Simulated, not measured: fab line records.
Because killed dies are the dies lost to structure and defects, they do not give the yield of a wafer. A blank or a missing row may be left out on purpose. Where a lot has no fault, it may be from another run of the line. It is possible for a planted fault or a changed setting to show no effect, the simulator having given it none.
fab line records	flow n5_finfet
record: lots: 7	wafers: 21
route steps=1938 shown HKMG_FIN@428 MOL_CONTACT_COAG@523 BEOL_M0_SAQP@636
start_h: hours from the record's first day to the start of the lot's first wafer shown	wait_h: hours from the lot's prior step to this one	" the same as in the row above	L1.1+2: a row that stands for several wafers	- no value, or no start given	* or withheld: withheld	< > ~ a bound
route shown NAME@n: a module of which the file shows steps, and the number in the route of the first	usual: mean/standard deviation taken from wafers without a fault	same: alike in all rows	chamber/n: place in a boat	sites: the reading at each site	_std_site: the values' standard deviation	_edge_site: mean of outer sites minus mean of inner sites	radius_mm: for every site, how far away it sits from the centre of the wafer	mask NAME#n: copy n	behind: the last tool/chamber to shape the wafer	hold: why the lot went on hold/how many hours it stayed there/how the hold came to an end	device: transistor that didn't switch, given as n, p or np	end of line: the tests these same wafers got at the end of their route	for a step that has no rows: nothing shown but its recipe	killed: count of dies lost to structure and defects at first sort (not the wafer's yield)	map: the dies of a wafer, with x for killed, . for not killed, _ for no die there
set.NAME: the setting that was run; set.NAME@STEP: the one run at that earlier step	model.NAME: the simulator's own value behind a step, which no gauge read
lots with deliberately changed settings; one table per step, one row per wafer
== steps ==
step: N5_HKMG_FIN_PEB_10
recipe: peb_temp_c: withheld	peb_time_s: 60	resist: CAR-ArF
lot.wafer	tool	chamber	start_h	wait_h	set.peb_time_s
L075.2+4+5	litho_track-02	0	82.74	0.0	60
L077.4+5	litho_track-04	0	99.54	0.0	72
L077.6	"	0	"	"	60
L078.1+5	litho_track-02	0	102.23	0.1	64.6
L078.3	"	0	"	"	60
L081.2	litho_track-03	0	118.10	0.0	50.37
L081.5+6	"	0	"	"	60
L082.1+5	litho_track-04	0	122.91	0.1	60
L082.4	"	0	"	"	73.42
L084.2+3+6	litho_track-04	0	138.33	0.0	60
L086.1+3	litho_track-02	0	150.70	0.1	52.66
L086.2	"	0	"	"	60
step: N5_HKMG_FIN_DEVELOP_11
recipe: develop_time_s: 30	developer: TMAH	resist: CAR-ArF	dev_temp_c: 23	rinse_liquid: diw	dry: air_spin
step: N5_HKMG_FIN_CD_MEAS_12
recipe: target_cd_nm: 92.8	landing_energy_ev: 500	detector: se_inlens
usual: cd_nm: 93.3/0.79
lot.wafer	tool	chamber	start_h	wait_h	set.peb_time_s@HKMG_FIN_PEB_10	cd_nm
L075.2	cd_sem-03	0	82.81	-	60	93.0
L075.4	"	0	"	"	60	93.4
L075.5	"	0	"	"	60	93.9
L077.4	cd_sem-02	0	99.61	-	72	99.5
L077.5	"	0	"	"	72	99.3
L077.6	"	0	"	"	60	93.1
L078.1	cd_sem-02	0	102.30	-	64.6	97.2
L078.3	"	0	"	"	60	93.1
L078.5	"	0	"	"	64.6	95.6
L081.2	cd_sem-01	0	118.17	-	50.37	87.7
L081.5	"	0	"	"	60	94.4
L081.6	"	0	"	"	60	94.5
L082.1	cd_sem-02	0	122.98	-	60	92.9
L082.4	"	0	"	"	73.42	98.0
L082.5	"	0	"	"	60	91.4
L084.2	cd_sem-02	0	138.40	-	60	93.1
L084.3	"	0	"	"	60	92.8
L084.6	"	0	"	"	60	92.1
L086.1	cd_sem-03	0	150.77	-	52.66	89.2
L086.2	"	0	"	"	60	93.8
L086.3	"	0	"	"	52.66	89.3
step: N5_MOL_CONTACT_COAG_EXPOSE_05
recipe: mask_id: CA	na: 0.33	source_shape: annular	sigma_inner: 0.4	sigma_outer: 0.8	polarization: unpolarized	defocus_nm: 0	dose_mj: 38.25
lot.wafer	tool	chamber	start_h	wait_h	mask	set.dose_mj
L075.2+5	euv_scanner-01	0	95.73	-	CA#0	36.02
L075.4	"	0	"	"	CA#0	38.25
L077.4+5+6	euv_scanner-02	0	112.00	-	CA#0	38.25
L078.1+3+5	euv_scanner-02	0	114.65	-	CA#0	38.25
L081.2+5	euv_scanner-01	0	129.98	-	CA#0	38.25
L081.6	"	0	"	"	CA#0	36.87
L082.1+4+5	euv_scanner-01	0	135.30	-	CA#0	38.25
L084.2+3+6	euv_scanner-01	0	150.61	-	CA#0	38.25
L086.1+2+3	euv_scanner-01	0	163.79	-	CA#0	38.25
step: N5_MOL_CONTACT_COAG_PEB_06
recipe: peb_temp_c: 100	peb_time_s: 60	resist: CAR-EUV
step: N5_MOL_CONTACT_COAG_DEVELOP_07
recipe: develop_time_s: 30	developer: TMAH	resist: CAR-EUV	rinse_liquid: surfactant_rinse	dry: air_spin	dev_temp_c: 23
step: N5_MOL_CONTACT_COAG_CD_MEAS_08
recipe: target_cd_nm: 28	landing_energy_ev: 500	detector: se_inlens	polarity: opening
usual: cd_nm: 27.9/0.31
lot.wafer	tool	chamber	start_h	wait_h	set.dose_mj@MOL_CONTACT_COAG_EXPOSE_05	cd_nm
L075.2	cd_sem-02	0	95.85	-	36.02	26.4
L075.4	"	0	"	"	38.25	27.5
L075.5	"	0	"	"	36.02	26.3
L077.4	cd_sem-02	0	112.12	-	38.25	27.7
L077.5	"	0	"	"	38.25	27.7
L077.6	"	0	"	"	38.25	27.9
L078.1	cd_sem-03	0	114.78	-	38.25	27.4
L078.3	"	0	"	"	38.25	27.4
L078.5	"	0	"	"	38.25	27.8
L081.2	cd_sem-03	0	130.10	-	38.25	27.9
L081.5	"	0	"	"	38.25	28.0
L081.6	"	0	"	"	36.87	26.8
L082.1	cd_sem-02	0	135.43	-	38.25	28.0
L082.4	"	0	"	"	38.25	28.3
L082.5	"	0	"	"	38.25	28.2
L084.2	cd_sem-02	0	150.74	-	38.25	27.3
L084.3	"	0	"	"	38.25	27.6
L084.6	"	0	"	"	38.25	27.3
L086.1	cd_sem-01	0	163.91	-	38.25	28.2
L086.2	"	0	"	"	38.25	27.8
L086.3	"	0	"	"	38.25	28.1
step: N5_MOL_CONTACT_COAG_ETCH_105
recipe: chemistry: CF4	target: SiARC	target_depth_a: 156	mask_material: CAR-EUV	time_s: 26	ion_energy_ev: 80	pressure_mtorr: 40	source_w: 545	bias_w: 36	Ar_flow_sccm: 100	cf4_flow_sccm: 100	ends: cleared
usual: rf_vpp_V: 184.1/1.3
lot.wafer	tool	chamber	start_h	wait_h	set.bias_w	set.dose_mj@MOL_CONTACT_COAG_EXPOSE_05	rf_vpp_V	model.MOL_CONTACT_COAG.cd_offset_nm
L075.2	rie_diel-02	3	96.15	0.0	30.45	36.02	164.1	-1.2
L075.4	"	2	"	"	36	38.25	181.8	0
L075.5	"	1	"	"	30.45	36.02	166.8	-1.4
L077.4	rie_diel-06	0	112.30	0.0	36	38.25	184.7	-0.4
L077.5	"	2	"	"	31.85	38.25	169.1	-0.2
L077.6	"	1	"	"	31.85	38.25	170.4	-0.4
L078.1	rie_diel-06	0	114.96	0.0	41.2	38.25	200.5	-0.8
L078.3	"	1	"	"	41.2	38.25	200.7	-0.4
L078.5	"	1	"	"	36	38.25	183.5	-0.4
L081.2	rie_diel-04	1	130.28	0.0	39.28	38.25	195.4	-0.2
L081.5	"	1	"	"	39.28	38.25	196.1	0
L081.6	"	0	"	"	39.28	36.87	198.5	-0.8
L082.1	rie_diel-02	0	135.79	0.0	42.38	38.25	202.0	0.2
L082.4	"	2	"	"	42.38	38.25	202.7	-0.2
L082.5	"	3	"	"	36	38.25	184.6	0
L084.2	rie_diel-02	0	151.18	0.0	36	38.25	182.5	-0.4
L084.3	"	3	"	"	36	38.25	183.9	-0.2
L084.6	"	0	"	"	36	38.25	184.1	-0.4
L086.1	rie_diel-04	3	164.38	0.0	36	38.25	183.9	0.4
L086.2	"	0	"	"	36	38.25	185.6	0.2
L086.3	"	2	"	"	36	38.25	185.3	0
step: N5_MOL_CONTACT_COAG_ETCHBACK_135
recipe: chemistry: CHF3	target: SiO2	target_depth_a: 250	time_s: 16.7	ion_energy_ev: 200	pressure_mtorr: 30	source_w: 610	bias_w: 170	Ar_flow_sccm: 200	CHF3_flow_sccm: 50
lot.wafer	tool	chamber	start_h	wait_h	set.time_s	model.SOC_of_MOL_CONTACT_COAG_COAT_75.thk_nm
L075.2	rie_diel-04	3	106.12	0.0	15.76	57.4
L075.4	"	1	"	"	16.7	57.4
L075.5	"	1	"	"	15.76	57.6
L078.1+5	rie_diel-06	2	124.45	0.0	16.7	57.6
L078.3	"	0	"	"	16.7	57.8
L077.4	rie_diel-02	3	125.11	0.0	16.7	57.6
L077.5+6	"	2,3	"	"	20.13	56.8
L081.2	rie_diel-02	2	140.58	0.0	16.7	57.4
L081.5	"	0	"	"	20.36	56.8
L081.6	"	2	"	"	20.36	57
L082.1+5	rie_diel-06	1	145.14	0.0	19.76	57
L082.4	"	0	"	"	16.7	57.4
L084.2+6	rie_diel-04	0,2	163.42	0.0	16.7	57.8
L084.3	"	3	"	"	16.7	57.6
L086.1+2+3	rie_diel-02	0,1,2	176.26	0.0	16.7	57.2
step: N5_MOL_CONTACT_COAG_VIA_ETCH_46
recipe: chemistry: C4F6/O2	target_depth_a: 460	overetch_a: 92	mask_material: SOC	target: SiO2	bias_w: 455	pressure_mtorr: 10	time_s: 40	source_w: 325	Ar_flow_sccm: 300	C4F6_flow_sccm: 10	O2_flow_sccm: 10	ion_energy_ev: 575.3	ends: end_point
usual: rf_vpp_V: 1575/32
lot.wafer	tool	chamber	start_h	wait_h	set.bias_w	rf_vpp_V
L075.2	rie_diel-04	3	106.15	0.0	455	1540
L075.4	"	1	"	"	479.5	1660
L075.5	"	1	"	"	479.5	1660
L078.1	rie_diel-06	2	124.48	0.0	405.5	1414
L078.3	"	0	"	"	455	1593
L078.5	"	2	"	"	455	1540
L077.4	rie_diel-02	3	125.14	0.0	529.6	1831
L077.5	"	2	"	"	455	1586
L077.6	"	3	"	"	455	1636
L081.2	rie_diel-02	2	140.61	0.0	509.1	1723
L081.5	"	0	"	"	509.1	1704
L081.6	"	2	"	"	455	1585
L082.1	rie_diel-06	1	145.18	0.0	455	1578
L082.4	"	0	"	"	455	1593
L082.5	"	1	"	"	455	1578
L084.2	rie_diel-04	0	163.45	0.0	455	1582
L084.3	"	3	"	"	455	1539
L084.6	"	2	"	"	455	1566
L086.1	rie_diel-02	0	176.30	0.0	455	1564
L086.2	"	1	"	"	455	1519
L086.3	"	2	"	"	455	1586
step: N5_BEOL_M0_SAQP_PECVD_96
recipe: material: a-Si	target_thk_a: 450	temp_c: 350	precursor: SiH4/He	pressure_torr: 3	rf_w: 100	time_s: 45.2
lot.wafer	tool	chamber	start_h	wait_h	set.time_s	model.a-Si_of_BEOL_M0_SAQP_PECVD_96.thk_nm
L075.2	pecvd-04	2	115.71	0.0	45.2	44.6
L075.4	"	1	"	"	45.2	46
L075.5	"	2	"	"	45.2	45.4
L078.1	pecvd-02	1	131.55	0.0	49.22	49.2
L078.3	"	2	"	"	45.2	45.4
L078.5	"	1	"	"	49.22	49.8
L077.4	pecvd-04	1	135.03	0.0	45.2	45.8
L077.5	"	1	"	"	45.2	45.4
L077.6	"	2	"	"	42.24	42.2
L081.2	pecvd-03	2	147.95	0.0	45.2	44.4
L081.5	"	2	"	"	49.94	49.6
L081.6	"	0	"	"	45.2	46.6
L082.1	pecvd-03	2	151.49	0.0	45.2	44.2
L082.4	"	0	"	"	50.01	51
L082.5	"	2	"	"	50.01	49.4
L084.2	pecvd-04	1	170.49	0.0	45.2	44.8
L084.3	"	2	"	"	45.2	44.2
L084.6	"	0	"	"	45.2	45.2
L086.1	pecvd-04	1	185.41	0.0	40.25	39.2
L086.2	"	2	"	"	40.25	39
L086.3	"	0	"	"	45.2	45
step: N5_BEOL_M0_SAQP_PEB_12
recipe: peb_temp_c: withheld	peb_time_s: 60	resist: CAR-ArF
lot.wafer	tool	chamber	start_h	wait_h	set.peb_time_s
L075.2	litho_track-01	0	116.31	0.0	60
L075.4+5	"	0	"	"	70.89
L078.1+3+5	litho_track-02	0	132.17	0.1	60
L077.4+6	litho_track-02	0	135.58	0.0	60
L077.5	"	0	"	"	52.27
L081.2+5	litho_track-01	0	148.55	0.0	60
L081.6	"	0	"	"	65.77
L082.1+4+5	litho_track-02	0	151.96	0.1	60
L084.2+3+6	litho_track-03	0	171.09	0.0	60
L086.1+3	litho_track-01	0	186.01	0.1	47.02
L086.2	"	0	"	"	60
step: N5_BEOL_M0_SAQP_DEVELOP_13
recipe: develop_time_s: 30	developer: TMAH	resist: CAR-ArF	dev_temp_c: 23	rinse_liquid: diw	dry: air_spin
step: N5_BEOL_M0_SAQP_CD_MEAS_14
recipe: target_cd_nm: 42.5	landing_energy_ev: 500	detector: se_inlens
usual: cd_nm: 42.3/0.44
lot.wafer	tool	chamber	start_h	wait_h	set.peb_time_s@BEOL_M0_SAQP_PEB_12	cd_nm
L075.2	cd_sem-01	0	116.38	-	60	41.8
L075.4	"	0	"	"	70.89	40.0
L075.5	"	0	"	"	70.89	40.2
L078.1	cd_sem-01	0	132.24	-	60	42.8
L078.3	"	0	"	"	60	42.1
L078.5	"	0	"	"	60	42.1
L077.4	cd_sem-01	0	135.65	-	60	42.2
L077.5	"	0	"	"	52.27	44.1
L077.6	"	0	"	"	60	42.3
L081.2	cd_sem-01	0	148.62	-	60	42.3
L081.5	"	0	"	"	60	41.9
L081.6	"	0	"	"	65.77	40.9
L082.1	cd_sem-02	0	152.03	-	60	42.1
L082.4	"	0	"	"	60	42.1
L082.5	"	0	"	"	60	41.9
L084.2	cd_sem-02	0	171.16	-	60	42.4
L084.3	"	0	"	"	60	42.3
L084.6	"	0	"	"	60	42.6
L086.1	cd_sem-02	0	186.07	-	47.02	46.8
L086.2	"	0	"	"	60	43.1
L086.3	"	0	"	"	47.02	46.2
step: N5_BEOL_M0_SAQP_ETCH_101
recipe: chemistry: CH3F/O2	target: SiNx	mask_material: SiO2	target_depth_a: 299	time_s: 42.7	pressure_mtorr: 30	source_w: 395	bias_w: 73	Ar_flow_sccm: 150	CH3F_flow_sccm: 30	O2_flow_sccm: 20	ion_energy_ev: 120
step: N5_BEOL_M0_SAQP_ETCH_102
recipe: chemistry: CF4	target: SiO2	target_depth_a: 40	ion_energy_ev: 350	time_s: 4.4	pressure_mtorr: 10	icp_w: 800	bias_w: 400	cf4_flow_sccm: 80
step: N5_BEOL_M0_SAQP_MANDREL_ETCH_103
recipe: chemistry: HBr/Cl2	target: a-Si	target_depth_a: 450	bt_time_s: 10	stop_on: SiCN	mask_material: SiO2	over_etch_frac: 0.8	time_s: 27	pressure_mtorr: 10	icp_w: 800	bias_w: 75	HBr_flow_sccm: 150	Cl2_flow_sccm: 80	ends: end_point
lot.wafer	tool	chamber	start_h	wait_h	set.time_s@BEOL_M0_SAQP_PECVD_96	model.etch.depth_nm
L075.2	rie_si-04	2	118.66	0.0	45.2	44.57
L075.4	"	0	"	"	45.2	45.98
L075.5	"	3	"	"	45.2	45.45
L078.1	rie_si-05	3	134.41	0.0	49.22	49.24
L078.3	"	0	"	"	45.2	45.33
L078.5	"	2	"	"	49.22	49.76
L077.4	rie_si-05	0	140.20	0.0	45.2	45.84
L077.5	"	2	"	"	45.2	45.43
L077.6	"	3	"	"	42.24	42.18
L081.2	rie_si-05	1	150.81	0.0	45.2	44.39
L081.5	"	0	"	"	49.94	49.6
L081.6	"	3	"	"	45.2	46.52
L082.1	rie_si-05	2	154.09	0.0	45.2	44.13
L082.4	"	3	"	"	50.01	51.02
L082.5	"	3	"	"	50.01	49.5
L084.2	rie_si-05	3	173.46	0.0	45.2	44.84
L084.3	"	1	"	"	45.2	44.28
L084.6	"	0	"	"	45.2	45.17
L086.1	rie_si-06	1	188.71	0.0	40.25	39.19
L086.2	"	0	"	"	40.25	39.05
L086.3	"	3	"	"	45.2	44.94
step: N5_BEOL_M0_SAQP_RECESS_104
recipe: chemistry: HF/NH3	target: SiO2	target_depth_a: 180	afs_cycles: 3	temp_c: 30	sublimation_temp_c: 180	sublimation_time_s: 60
step: N5_BEOL_M0_SAQP_COAT_105
recipe: resist: SOC	temp_c: 250	time_s: 60	spin_rpm: 1500	resist_thk_nm: 100
step: N5_BEOL_M0_SAQP_ETCH_106
recipe: chemistry: N2/H2	target: SOC	target_depth_a: 1500	stop_on: SiNx	ion_energy_ev: 100	bias_w: 61	pressure_mtorr: 30	source_w: 850	n2_flow_sccm: 200	h2_flow_sccm: 200
step: N5_BEOL_M0_SAQP_ETCH_107
recipe: chemistry: CH3F/O2	target: SiNx	target_depth_a: 300	mask_material: SOC	pressure_mtorr: 30	source_w: 395	bias_w: 73	Ar_flow_sccm: 150	CH3F_flow_sccm: 30	O2_flow_sccm: 20	ion_energy_ev: 120
lot.wafer	tool	chamber	start_h	wait_h	set.time_s@BEOL_M0_SAQP_PECVD_96	model.a-Si_of_BEOL_M0_SAQP_PECVD_96.thk_nm
L075.2	rie_diel-03	0	119.25	0.0	45.2	44
L075.4	"	3	"	"	45.2	45.4
L075.5	"	0	"	"	45.2	44.8
L078.1	rie_diel-05	2	135.17	0.0	49.22	48.6
L078.3	"	1	"	"	45.2	44.8
L078.5	"	3	"	"	49.22	49.2
L077.4	rie_diel-01	1	140.93	0.0	45.2	45.2
L077.5	"	0	"	"	45.2	44.8
L077.6	"	3	"	"	42.24	41.6
L081.2	rie_diel-01	2	151.41	0.0	45.2	43.8
L081.5	"	3	"	"	49.94	49
L081.6	"	0	"	"	45.2	45.8
L082.1	rie_diel-03	0	154.68	0.0	45.2	43.6
L082.4	"	3	"	"	50.01	50.4
L082.5	"	0	"	"	50.01	48.8
L084.2	rie_diel-05	2	174.05	0.0	45.2	44.2
L084.3	"	3	"	"	45.2	43.8
L084.6	"	0	"	"	45.2	44.6
L086.1	rie_diel-01	0	189.30	0.0	40.25	38.6
L086.2	"	2	"	"	40.25	38.4
L086.3	"	1	"	"	45.2	44.4
step: N5_BEOL_M0_SAQP_SPACER2_ALD_26
recipe: material: SiO2	target_thk_a: 150	temp_c: 300	ald_precursor_family: BDEAS	ald_co_reactant: O2-plasma	pulse_time_s: 1	purge_time_s: 2	co_reactant_purge_time_s: 2	pressure_torr: 2
lot.wafer	tool	chamber	start_h	wait_h	set.target_thk_a	model.SiO2_of_BEOL_M0_SAQP_SPACER2_ALD_26.thk_nm
L075.2	ald_sin-04	0	119.61	0.2	142.9	14.2
L075.4	"	1	"	"	142.9	14.4
L075.5	"	1	"	"	150	15
L078.1+3	ald_sin-04	2,3	135.41	0.1	165.1	16.4
L078.5	"	3	"	"	150	15
L077.4+5	ald_sin-03	3,0	141.17	0.1	150	15
L077.6	"	3	"	"	150	15.2
L081.2+5+6	ald_sin-03	1,3,0	151.65	0.1	150	15
L082.1+4	ald_sin-01	3,1	154.92	0.1	150	15
L082.5	"	0	"	"	160.6	16
L084.2+6	ald_sin-04	0	174.29	0.1	150	15
L084.3	"	3	"	"	150	15.2
L086.1	ald_sin-01	2	189.86	0.4	150	15
L086.2+3	"	0,3	"	"	159.3	16
step: N5_BEOL_M0_SAQP_SPACER2_ETCHBACK_27
recipe: chemistry: CHF3/O2	mode: anisotropic_etchback	target: SiO2	target_depth_a: 225	time_s: 11.25	pressure_mtorr: 30	source_w: 650	bias_w: 170	Ar_flow_sccm: 200	CHF3_flow_sccm: 50	O2_flow_sccm: 5	ion_energy_ev: 200
step: N5_BEOL_M0_SAQP_MANDREL2_REMOVE_110
recipe: chemistry: HBr/Cl2/O2	bt_time_s: 10	target: a-Si	stop_on: SiCN	endpoint: OES-SiCl	over_etch_frac: 1	icp_w: 600	bias_w: 30	HBr_flow_sccm: 150	Cl2_flow_sccm: 80	O2_flow_sccm: 5	pressure_mtorr: 10
lot.wafer	tool	chamber	start_h	wait_h	set.target_thk_a@BEOL_M0_SAQP_SPACER2_ALD_26	model.BEOL_M0_SAQP.cd_nm	model.SiO2_of_BEOL_M0_SAQP_SPACER2_ALD_26.thk_nm
L075.2	rie_si-06	2	120.25	0.1	142.9	14.4	9.8
L075.4	"	0	"	"	142.9	14.2	9.8
L075.5	"	0	"	"	150	15	10.6
L078.1	rie_si-06	3	136.16	0.1	165.1	16.4	12
L078.3	"	2	"	"	165.1	16.6	12
L078.5	"	3	"	"	150	15	10.6
L077.4+5	rie_si-05	3,2	141.81	0.1	150	15	10.6
L077.6	"	3	"	"	150	15.2	10.8
L081.2+5+6	rie_si-04	0,2,3	152.29	0.1	150	15	10.6
L082.1+4	rie_si-06	2,3	155.59	0.1	150	15	10.6
L082.5	"	2	"	"	160.6	16.2	11.6
L084.2+6	rie_si-04	0	174.97	0.1	150	15	10.6
L084.3	"	1	"	"	150	15.2	10.8
L086.1	rie_si-05	2	190.74	0.1	150	14.8	10.6
L086.2+3	"	1,3	"	"	159.3	16	11.6
step: N5_BEOL_M0_SAQP_CD_MEAS_29
recipe: target_cd_nm: 14.4	landing_energy_ev: 1000	detector: se_inlens
usual: cd_nm: 14.96/0.25
lot.wafer	tool	chamber	start_h	wait_h	set.target_thk_a@BEOL_M0_SAQP_SPACER2_ALD_26	cd_nm
L075.2	cd_sem-03	0	120.36	0.1	142.9	14.54
L075.4	"	0	"	"	142.9	13.96
L075.5	"	0	"	"	150	15.06
L078.1	cd_sem-03	0	136.27	0.1	165.1	16.17
L078.3	"	0	"	"	165.1	16.27
L078.5	"	0	"	"	150	14.86
L077.4	cd_sem-01	0	141.93	0.1	150	15.26
L077.5	"	0	"	"	150	14.59
L077.6	"	0	"	"	150	15.12
L081.2	cd_sem-03	0	152.40	0.1	150	14.81
L081.5	"	0	"	"	150	14.84
L081.6	"	0	"	"	150	14.78
L082.1	cd_sem-01	0	155.70	0.1	150	15.30
L082.4	"	0	"	"	150	15.08
L082.5	"	0	"	"	160.6	15.94
L084.2	cd_sem-01	0	175.08	0.1	150	14.70
L084.3	"	0	"	"	150	14.84
L084.6	"	0	"	"	150	14.97
L086.1	cd_sem-01	0	190.85	0.1	150	14.89
L086.2	"	0	"	"	159.3	15.65
L086.3	"	0	"	"	159.3	16.06
== key ==
split: step: N5_HKMG_FIN_PEB_10	setting: peb_time_s	stated: 60	by: wafer
response: step: N5_HKMG_FIN_CD_MEAS_12	reading: cd_nm	change: +0.326	per: 1%	r: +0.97
split: step: N5_MOL_CONTACT_COAG_EXPOSE_05	setting: dose_mj	stated: 38.25	by: wafer
response: step: N5_MOL_CONTACT_COAG_CD_MEAS_08	reading: cd_nm	change: +0.232	per: 1%	r: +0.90
response: step: N5_MOL_CONTACT_COAG_ETCH_105	reading: model.MOL_CONTACT_COAG.cd_offset_nm	change: +0.215	per: 1%	r: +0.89
split: step: N5_MOL_CONTACT_COAG_ETCH_105	setting: bias_w	stated: 36	by: wafer
response: step: N5_MOL_CONTACT_COAG_ETCH_105	reading: rf_vpp_V	change: +1.1	per: 1%	r: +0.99
split: step: N5_MOL_CONTACT_COAG_ETCHBACK_135	setting: time_s	stated: 16.7	by: wafer
response: step: N5_MOL_CONTACT_COAG_ETCHBACK_135	reading: model.SOC_of_MOL_CONTACT_COAG_COAT_75.thk_nm	change: -0.0278	per: 1%	r: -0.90
split: step: N5_MOL_CONTACT_COAG_VIA_ETCH_46	setting: bias_w	stated: 455	by: wafer
response: step: N5_MOL_CONTACT_COAG_VIA_ETCH_46	reading: rf_vpp_V	change: +13.3	per: 1%	r: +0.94
split: step: N5_BEOL_M0_SAQP_PECVD_96	setting: time_s	stated: 45.2	by: wafer
response: step: N5_BEOL_M0_SAQP_PECVD_96	reading: model.a-Si_of_BEOL_M0_SAQP_PECVD_96.thk_nm	change: +0.495	per: 1%	r: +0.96
response: step: N5_BEOL_M0_SAQP_MANDREL_ETCH_103	reading: model.etch.depth_nm	change: +0.499	per: 1%	r: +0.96
response: step: N5_BEOL_M0_SAQP_ETCH_107	reading: model.a-Si_of_BEOL_M0_SAQP_PECVD_96.thk_nm	change: +0.497	per: 1%	r: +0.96
split: step: N5_BEOL_M0_SAQP_PEB_12	setting: peb_time_s	stated: 60	by: wafer
response: step: N5_BEOL_M0_SAQP_CD_MEAS_14	reading: cd_nm	change: -0.133	per: 1%	r: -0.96
split: step: N5_BEOL_M0_SAQP_SPACER2_ALD_26	setting: target_thk_a	stated: 150	by: wafer
response: step: N5_BEOL_M0_SAQP_SPACER2_ALD_26	reading: model.SiO2_of_BEOL_M0_SAQP_SPACER2_ALD_26.thk_nm	change: +0.145	per: 1%	r: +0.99
response: step: N5_BEOL_M0_SAQP_MANDREL2_REMOVE_110	reading: model.BEOL_M0_SAQP.cd_nm	change: +0.162	per: 1%	r: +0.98
response: step: N5_BEOL_M0_SAQP_MANDREL2_REMOVE_110	reading: model.SiO2_of_BEOL_M0_SAQP_SPACER2_ALD_26.thk_nm	change: +0.147	per: 1%	r: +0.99
response: step: N5_BEOL_M0_SAQP_CD_MEAS_29	reading: cd_nm	change: +0.135	per: 1%	r: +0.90
